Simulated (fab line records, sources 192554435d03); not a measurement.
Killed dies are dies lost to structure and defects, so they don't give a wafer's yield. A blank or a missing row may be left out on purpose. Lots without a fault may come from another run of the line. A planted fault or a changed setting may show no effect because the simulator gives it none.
Problem report in the 8D (eight disciplines) form, filled by code | flow n5_finfet | the parts of the form that need people (team, actions taken, sign-off) are left out

1. THE PROBLEM
run_length_s at N5_BEOL_M5_CVD_47 reads a mean of 234.1 s on 4 wafers of 3 lots; wafers without a fault read 239.1 s with a standard deviation of 0.59. That is -8.5 standard deviations from the usual mean.
The step: deposits Co from CCTBA/H2, target thk 3 nm, time 216 s.
First seen on wafer L619.2, day 11 01:37, on cvd_co-02. The record holds 34 wafers of 12 lots with a number at this step. Rule for "out", or "out of limits": more than 4 standard deviations from the usual mean. The other wafers with a number count as sound.

2. WHAT IT IS AND WHAT IT IS NOT
question                    | is                             | is not
which readings at this step | run_length_s                   | -
which lots                  | L619, L620, L621               | L608, L610, L611, L613, L617, L618, L628, L629, L630
which wafers of those lots  | L619.2, L619.6, L620.2, L621.2 | L619.4, L620.1, L621.1
read on which tools         | cvd_co-02                      | cvd_co-01
when                        | from day 11 01:37              | up to then (19 sound wafers); but 11 sound wafers of L620, L621, L628, L629, L630 came after

3. SUSPECTS, AND WHAT RULES EACH OUT
Counting: a tool at a process step up to the reading stays a suspect if it ran every lot that is out. Sound lots after the first of them don't rule it out here, since some wafers of a struck lot are sound.
- cvd_co-02 at N5_BEOL_M5_CVD_47 (deposits Co from CCTBA/H2, target thk 3 nm, time 216 s): kept. It ran every lot that is out, first L619 (day 11 01:37); its last sound lot up to then is L617 (day 10 12:01). Its own readings are out on those wafers: run_length_s.
Left after counting: cvd_co-02 at N5_BEOL_M5_CVD_47.

4. THE CAUSE (what the simulator had put in)
Process parameter drift: cvd_co-02, from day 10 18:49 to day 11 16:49, at N5_BEOL_M5_CVD_47. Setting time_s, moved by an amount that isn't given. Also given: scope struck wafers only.
Counting left only this tool.

5. THE CHAIN OF EFFECTS, in route order
Each row: a reading whose mean over the struck wafers that have a number lies more than 3 standard deviations from the usual. Only readings for which the record gives a usual standard deviation are gone through. hours: the time from each lot's start at the first step in this table that gives one to its start at this step, as a median over the lots. sigmas: the change in usual standard deviations.
hours | step              | reading      | usual   | on struck wafers | change | sigmas
0     | N5_BEOL_M5_CVD_47 | run_length_s | 239.1 s | 234.1            | -5.0   | -8.5
The process steps in it:
- N5_BEOL_M5_CVD_47: deposits Co from CCTBA/H2, target thk 3 nm, time 216 s.

6. WHAT WOULD HAVE CAUGHT IT SOONER
In this record the first reading out of limits was taken at day 11 01:37, 7 hours after the fault began at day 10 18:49.
